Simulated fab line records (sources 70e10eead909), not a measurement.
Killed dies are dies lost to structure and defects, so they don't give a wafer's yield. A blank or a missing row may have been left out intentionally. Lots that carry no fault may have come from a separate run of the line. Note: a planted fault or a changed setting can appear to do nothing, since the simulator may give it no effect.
fab line records ; flow nand-harc
[record] lots = 14; wafers = 42; last-day = 34
route steps=1302 shown A_STAIRCASE@853 THIN_TSV@1271 END@1302
lots that met no fault: taken from a fault-free run of the same line
start-h: hours from the record's opening day to when the first of the lot's shown wafers began ; wait-h: time in hours since the lot's previous step ; " as in the row above ; L1.1+2: several wafers, shown together as one row ; - no value present, or no start provided ; * or withheld: withheld ; < > ~ a bound
route shown NAME@n: a module of which the file shows steps, and the number in the route of the first ; usual: the fault-free wafers' mean and standard deviation ; same: alike in all rows ; chamber/n: place in a boat ; sites: readings site by site ; _std_site: how widely they spread, as a standard deviation ; _edge_site: inner sites' mean taken away from outer sites' mean ; radius-mm: how far each site lies from the wafer's centre ; mask NAME#n: copy n ; behind: tool/chamber where the wafer was last shaped ; hold: the reason the lot was held/the length of the hold in hours/how it ended ; device: the transistor (n, p or np) that didn't switch ; end of line: tests run on the same wafers once the route is complete ; a step given without rows: its recipe and nothing more ; killed: not the wafer's yield, but the dies lost to structure and defects at the first sort ; map: a wafer's dies, marking killed ones x, the rest . and places with no die _
set.NAME: the setting as run; set.NAME@STEP: as run at that earlier step ; model.NAME: the simulator's own value behind a step, which no gauge read
the route's steps for a sample of lots (tables are steps, rows are wafers)
services: the hour from which a tool's chamber was out of use, counted from the record's first day as start-h (under 0 if before that day), plus the number of hours and why
[[steps]]
[step NHARC_A_STAIRCASE_DEP_322]
[recipe] target-thk-a = 72000; temp-c = 400; target-thk-nm = 7200; teos-flow-sccm = 200; rf-w = 500; material = SiO2
[usual] heater-power-w = 611/84
lot.wafer;tool;chamber;start-h;wait-h;heater-power-w
L693.2;pecvd-04;2;419.13;0.1;717
L693.5;pecvd-04;2;419.13;0.1;621
L693.6;pecvd-04;0;419.13;0.1;504
L696.1;pecvd-02;1;431.45;0.1;730
L696.4;pecvd-02;1;431.45;0.1;610
L696.5;pecvd-02;2;431.45;0.1;545
L694.2;pecvd-01;2;431.54;0.2;759
L694.1;pecvd-01;0;431.54;0.2;593
L694.5;pecvd-01;2;431.54;0.2;645
L695.1;pecvd-04;1;431.73;0.3;563
L695.3;pecvd-04;2;431.73;0.3;762
L695.4;pecvd-04;0;431.73;0.3;500
L697.1;pecvd-01;2;453.08;0.1;666
L697.2;pecvd-01;0;453.08;0.1;732
L697.5;pecvd-01;1;453.08;0.1;553
L698.2;pecvd-01;2;465.97;0.2;791
L698.6;pecvd-01;1;465.97;0.2;559
L698.5;pecvd-01;0;465.97;0.2;589
L699.1;pecvd-02;1;477.93;0.2;658
L699.2;pecvd-02;2;477.93;0.2;632
L699.5;pecvd-02;2;477.93;0.2;545
L700.1;pecvd-01;0;491.71;0.1;628
L700.2;pecvd-01;1;491.71;0.1;639
L700.4;pecvd-01;2;491.71;0.1;628
L701.2;pecvd-04;2;509.87;0.1;715
L701.3;pecvd-04;1;509.87;0.1;584
L701.5;pecvd-04;1;509.87;0.1;492
L706.1;pecvd-04;2;557.77;0.1;726
L706.3;pecvd-04;1;557.77;0.1;596
L706.5;pecvd-04;1;557.77;0.1;485
L709.3;pecvd-04;1;580.17;0.1;547
L709.1;pecvd-04;2;580.17;0.1;655
L709.5;pecvd-04;1;580.17;0.1;486
L712.1;pecvd-01;1;600.47;0.3;604
L712.4;pecvd-01;2;600.47;0.3;617
L712.6;pecvd-01;0;600.47;0.3;613
L714.1;pecvd-02;1;622.25;0.2;740
L714.4;pecvd-02;0;622.25;0.2;632
L714.5;pecvd-02;1;622.25;0.2;648
L715.2;pecvd-04;1;652.77;0.1;505
L715.3;pecvd-04;2;652.77;0.1;681
L715.5;pecvd-04;1;652.77;0.1;468
[step NHARC_THIN_TSV_PRE_CLEAN_50]
[recipe] time-s = 30; temp-c = 280; gas = H2/He
[usual] heater-power-w = 428/61
[same] time-s = 30
lot.wafer;tool;chamber;start-h;wait-h;heater-power-w
L693.2;pvd-sputter-02;-;-;-;540
L693.6;pvd-sputter-02;-;-;-;397
L693.5;pvd-sputter-02;-;-;-;422
L694.1;pvd-sputter-03;-;-;-;358
L694.2;pvd-sputter-03;-;-;-;452
L694.5;pvd-sputter-03;-;-;-;353
L696.4;pvd-sputter-02;-;-;-;390
L696.1;pvd-sputter-02;-;-;-;420
L696.5;pvd-sputter-02;-;-;-;530
L695.3;pvd-sputter-03;-;-;-;451
L695.4;pvd-sputter-03;-;-;-;508
L695.1;pvd-sputter-03;-;-;-;368
L697.2;pvd-sputter-03;-;-;-;448
L697.1;pvd-sputter-03;-;-;-;366
L697.5;pvd-sputter-03;-;-;-;448
L698.2;pvd-sputter-02;-;-;-;531
L698.6;pvd-sputter-02;-;-;-;387
L698.5;pvd-sputter-02;-;-;-;425
L699.1;pvd-sputter-02;-;-;-;388
L699.2;pvd-sputter-02;-;-;-;423
L699.5;pvd-sputter-02;-;-;-;422
L700.1;pvd-sputter-03;-;-;-;359
L700.4;pvd-sputter-03;-;-;-;463
L700.2;pvd-sputter-03;-;-;-;435
L701.2;pvd-sputter-01;-;-;-;375
L701.3;pvd-sputter-01;-;-;-;385
L701.5;pvd-sputter-01;-;-;-;385
L706.1;pvd-sputter-03;-;-;-;451
L706.3;pvd-sputter-03;-;-;-;511
L706.5;pvd-sputter-03;-;-;-;451
L709.1;pvd-sputter-01;-;-;-;381
L709.3;pvd-sputter-01;-;-;-;360
L709.5;pvd-sputter-01;-;-;-;290
L712.1;pvd-sputter-02;-;-;-;414
L712.4;pvd-sputter-02;-;-;-;543
L712.6;pvd-sputter-02;-;-;-;408
L714.1;pvd-sputter-02;-;-;-;544
L714.4;pvd-sputter-02;-;-;-;411
L714.5;pvd-sputter-02;-;-;-;532
L715.2;pvd-sputter-02;-;-;-;415
L715.3;pvd-sputter-02;-;-;-;530
L715.5;pvd-sputter-02;-;-;-;426
[step NHARC_THIN_TSV_CD_MEAS_33]
[recipe] target-cd-nm = 5000; landing-energy-ev = 500
[usual] cd-nm = 5000.1/2.1
lot.wafer;tool;chamber;start-h;wait-h;cd-nm
L693.2;cd-sem-03;0;562.41;-;4999.0
L693.5;cd-sem-03;0;562.41;-;4997.9
L693.6;cd-sem-03;0;562.41;-;5001.7
L694.1;cd-sem-01;0;590.90;-;5002.9
L694.2;cd-sem-01;0;590.90;-;5003.2
L694.5;cd-sem-01;0;590.90;-;5000.2
L696.1;cd-sem-03;0;592.08;-;4996.7
L696.4;cd-sem-03;0;592.08;-;4997.4
L696.5;cd-sem-03;0;592.08;-;4996.7
L695.1;cd-sem-02;0;593.53;-;4996.5
L695.3;cd-sem-02;0;593.53;-;4998.1
L695.4;cd-sem-02;0;593.53;-;5001.5
L697.1;cd-sem-01;0;594.79;-;5002.4
L697.2;cd-sem-01;0;594.79;-;5001.2
L697.5;cd-sem-01;0;594.79;-;5000.1
L698.2;cd-sem-03;0;606.70;-;4998.0
L698.5;cd-sem-03;0;606.70;-;4999.6
L698.6;cd-sem-03;0;606.70;-;4998.6
L699.1;cd-sem-02;0;619.61;-;5000.1
L699.2;cd-sem-02;0;619.61;-;5001.7
L699.5;cd-sem-02;0;619.61;-;4997.8
L700.1;cd-sem-01;0;642.26;-;5003.2
L700.2;cd-sem-01;0;642.26;-;4998.9
L700.4;cd-sem-01;0;642.26;-;4999.7
L701.2;cd-sem-03;0;648.17;-;4995.9
L701.3;cd-sem-03;0;648.17;-;5001.0
L701.5;cd-sem-03;0;648.17;-;4994.9
L706.1;cd-sem-03;0;695.19;-;4996.9
L706.3;cd-sem-03;0;695.19;-;4998.0
L706.5;cd-sem-03;0;695.19;-;4999.2
L709.1;cd-sem-03;0;724.99;-;5000.2
L709.3;cd-sem-03;0;724.99;-;5000.2
L709.5;cd-sem-03;0;724.99;-;5000.2
L712.1;cd-sem-03;0;743.73;-;5003.4
L712.4;cd-sem-03;0;743.73;-;5001.3
L712.6;cd-sem-03;0;743.73;-;4999.7
L714.1;cd-sem-01;0;761.72;-;5001.8
L714.4;cd-sem-01;0;761.72;-;4998.4
L714.5;cd-sem-01;0;761.72;-;5003.1
L715.2;cd-sem-01;0;795.62;-;5001.6
L715.3;cd-sem-01;0;795.62;-;5000.9
L715.5;cd-sem-01;0;795.62;-;5001.5
[step NHARC_THIN_TSV_ETCH_36]
[recipe] target-depth-a = 650; over-etch-frac = 0.3; time-s = 18.571; ion-energy-ev = 150; chemistry = Cl2/BCl3
[usual] chamber-pressure-mTorr = 10.001/0.0088; drypump-motor-current-A = 5.4/0.33; oes-product-au = 1.002/0.008
[same] time-s = 18.571
lot.wafer;tool;chamber;start-h;wait-h;chamber-pressure-mTorr;drypump-motor-current-A;oes-product-au;rf-hours-counter-h
L693.2;rie-metal-01;0;562.95;0.2;10.018;5.4;1.011;2.9
L693.5;rie-metal-01;0;562.95;0.2;9.992;5.4;1.014;-
L693.6;rie-metal-01;1;562.95;0.2;9.998;5.1;1.002;-
L694.2;rie-metal-03;1;591.44;0.2;10.009;5.4;0.993;0.9
L694.1;rie-metal-03;0;591.44;0.2;10.002;4.9;1.005;0.9
L694.5;rie-metal-03;0;591.44;0.2;10.008;4.9;1.008;-
L696.1;rie-metal-02;1;592.84;0.4;10.010;5.9;1.004;2.8
L696.4;rie-metal-02;1;592.84;0.4;10.001;5.9;1.001;-
L696.5;rie-metal-02;1;592.84;0.4;9.997;5.9;0.997;-
L695.1;rie-metal-01;0;594.07;0.2;10.012;5.4;1.007;0.2
L695.4;rie-metal-01;0;594.07;0.2;10.008;5.4;0.996;-
L695.3;rie-metal-01;1;594.07;0.2;10.013;5.1;1.000;-
L697.1;rie-metal-02;1;595.55;0.4;9.977;5.9;0.998;3.2
L697.2;rie-metal-02;1;595.55;0.4;9.976;5.9;1.000;-
L697.5;rie-metal-02;1;595.55;0.4;10.008;5.9;1.014;-
L698.2;rie-metal-03;0;607.25;0.2;10.001;4.9;1.009;1.1
L698.5;rie-metal-03;0;607.25;0.2;10.000;4.9;0.999;-
L698.6;rie-metal-03;1;607.25;0.2;10.000;5.4;0.993;-
L699.2;rie-metal-01;0;620.18;0.2;9.987;5.4;0.998;0.9
L699.1;rie-metal-01;1;620.18;0.2;9.995;5.1;1.002;0.9
L699.5;rie-metal-01;1;620.18;0.2;9.992;5.1;1.002;-
L700.2;rie-metal-01;0;642.81;0.2;10.001;5.4;1.003;1.1
L700.1;rie-metal-01;1;642.81;0.2;9.995;5.1;1.001;1.1
L700.4;rie-metal-01;0;642.81;0.2;9.990;5.4;1.009;-
L701.2;rie-metal-02;1;648.72;0.2;10.007;5.9;1.009;0.4
L701.3;rie-metal-02;0;648.72;0.2;10.006;5.5;1.012;-
L701.5;rie-metal-02;0;648.72;0.2;9.973;5.5;1.012;-
L706.1;rie-metal-03;1;695.74;0.2;10.002;5.3;0.999;2.4
L706.3;rie-metal-03;0;695.74;0.2;9.994;4.9;1.001;-
L706.5;rie-metal-03;0;695.74;0.2;9.997;4.9;1.000;-
L709.1;rie-metal-02;0;725.55;0.2;10.008;5.5;1.015;1.7
L709.3;rie-metal-02;0;725.55;0.2;9.990;5.5;1.013;-
L709.5;rie-metal-02;1;725.55;0.2;10.001;5.9;1.003;-
L712.1;rie-metal-01;0;744.27;0.2;9.999;5.4;1.002;3.1
L712.4;rie-metal-01;0;744.27;0.2;10.003;5.4;0.993;-
L712.6;rie-metal-01;0;744.27;0.2;10.010;5.4;0.996;-
L714.1;rie-metal-01;1;762.27;0.2;10.006;5.1;1.018;0.2
L714.4;rie-metal-01;0;762.27;0.2;10.008;5.4;1.001;-
L714.5;rie-metal-01;0;762.27;0.2;10.013;5.4;1.000;-
L715.2;rie-metal-02;0;796.18;0.2;10.002;5.5;1.001;2.8
L715.3;rie-metal-02;1;796.18;0.2;9.991;5.9;0.999;-
L715.5;rie-metal-02;1;796.18;0.2;10.013;5.9;0.997;-
[step NHARC_END_SORT_01]
[recipe] temp-c = 25
[usual] killed-at-array = 53/18; killed-at-other = 0.8/1.1; killed-at-periphery = 4.1/2.7; killed-dies = 58/18; killed-open = 3.1/1.7; killed-short = 2.7/1.7
[same] gross-dies = 677
lot.wafer;tool;chamber;start-h;wait-h;killed-at-array;killed-at-other;killed-at-periphery;killed-dies;killed-open;killed-short
L706.1;prober-01;0;705.87;2.5;149;1;0;150;0;5
L706.3;prober-01;0;707.47;3.1;137;0;0;137;0;3
L706.5;prober-01;0;709.07;3.7;164;1;1;166;6;7
L709.1;prober-01;0;733.41;2.5;164;0;1;165;4;3
L709.3;prober-01;0;735.01;3.1;171;1;2;174;1;4
L709.5;prober-01;0;736.61;3.7;175;0;2;177;4;2
// killed by level:class
L706.1 A_STAIRCASE:unspecified=102 A_SLIT:chamber-film-flake=28 A_CHANNEL_HOLE_D1:chamber-film-flake=5 A_STAIRCASE:chamber-film-flake=3 A_BLC:chamber-film-flake=3 A_ONON_D2:geometric-particle:short=2 A_SGD_CUT:geometric-particle:short=1 A_WL_FILL:geometric-particle:short=1
L706.3 A_STAIRCASE:unspecified=100 A_SLIT:chamber-film-flake=22 A_CHANNEL_HOLE_D1:chamber-film-flake=4 A_SGD_CUT:geometric-particle:short=2 A_DECK1_JOINT:chamber-film-flake=2 A_STAIRCASE:chamber-film-flake=2 A_BLC:chamber-film-flake=2 A_ONON_D2:geometric-particle:short=1
L706.5 A_STAIRCASE:unspecified=109 A_SLIT:chamber-film-flake=31 A_CHANNEL_HOLE_D1:chamber-film-flake=7 A_CHANNEL_FILL_D2:geometric-particle:open=4 A_WL_FILL:chamber-film-flake=3 A_DECK1_JOINT:geometric-particle:short=2 A_ONON_D2:geometric-particle:short=2 A_WL_FILL:geometric-particle:short=2
L709.1 A_STAIRCASE:unspecified=107 A_SLIT:chamber-film-flake=15 A_CHANNEL_HOLE_D1:chamber-film-flake=14 A_CHANNEL_HOLE_D2:chamber-film-flake=13 A_DECK1_JOINT:geometric-particle:open=2 A_STAIRCASE:chamber-film-flake=2 A_WL_FILL:chamber-film-flake=2 A_CONTACT:chamber-film-flake=2
L709.3 A_STAIRCASE:unspecified=96 A_SLIT:chamber-film-flake=30 A_CHANNEL_HOLE_D1:chamber-film-flake=17 A_CHANNEL_HOLE_D2:chamber-film-flake=17 A_CONTACT:chamber-film-flake=4 A_STAIRCASE:chamber-film-flake=3 P_GATE:geometric-particle:short=1 P_CONTACT:geometric-particle:open=1
L709.5 A_STAIRCASE:unspecified=107 A_SLIT:chamber-film-flake=22 A_CHANNEL_HOLE_D2:chamber-film-flake=16 A_CHANNEL_HOLE_D1:chamber-film-flake=14 A_CONTACT:chamber-film-flake=5 A_WL_FILL:chamber-film-flake=3 A_CHANNEL_FILL_D2:geometric-particle:open=2 A_STAIRCASE:chamber-film-flake=2
[[services]]
tool;chamber;start-h;hours;kind
pvd-sputter-02;-;396.78;4.1;repair
rie-metal-01;-;398.00;9.0;pm
rie-metal-01;-;431.11;0.2;repair
pecvd-04;-;450.06;13.0;pm
rie-metal-02;-;454.00;9.0;pm
pvd-sputter-02;-;460.01;10.0;pm
rie-metal-01;1;474.78;7.5;repair
rie-metal-02;-;482.43;0.5;repair
pecvd-01;-;492.45;13.0;pm
pecvd-01;-;516.96;1.6;repair
pvd-sputter-03;-;526.24;10.0;pm
rie-metal-01;0;542.15;1.5;repair
pvd-sputter-03;-;565.98;6.6;repair
rie-metal-01;-;575.00;9.0;pm
rie-metal-02;0;580.88;15.2;repair
pvd-sputter-03;-;613.73;5.3;repair
rie-metal-02;-;631.00;9.0;pm
pecvd-04;-;631.06;13.0;pm
pvd-sputter-02;-;638.01;10.0;pm
pvd-sputter-02;-;673.42;1.4;repair
pecvd-04;0;701.63;3.5;repair
pecvd-04;-;707.72;1.2;repair
rie-metal-01;-;752.00;9.0;pm
pecvd-04;0;790.52;8.7;repair
[[key]]
[first-sign] step = NHARC_END_SORT_01; reading = killed-at-array; direction = up; sigmas = 5.9; usual = 53; struck = 160
[effect] step = NHARC_END_SORT_01; reading = killed-dies; direction = up; sigmas = 5.7; usual = 58; struck = 162
[more-kills-born-at] NHARC_A_STAIRCASE_DEP_322@pecvd-04 = 621
met-at NHARC_A_STAIRCASE_DEP_322
struck-lots L706,L709
tester-left-out L706,L709
not-acting-at NHARC_THIN_TSV_PRE_CLEAN_50,NHARC_THIN_TSV_CD_MEAS_33,NHARC_THIN_TSV_ETCH_36
onset-between 509.87 557.77
[fault] kind = chamber-particle-source; tool = pecvd-04; chamber = -; onset-h = 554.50; steps = NHARC_A_STAIRCASE_DEP_322; rate-per-visit-cm2 = 1.9431; end-h = 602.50
// tester-left-out: of these lots the tester's yield and bins aren't shown, on N5 and GAA mostly nor the transistor test; their killed dies are dies lost to structure and defects alone, not to doping, threshold or leakage, so they don't give the yield
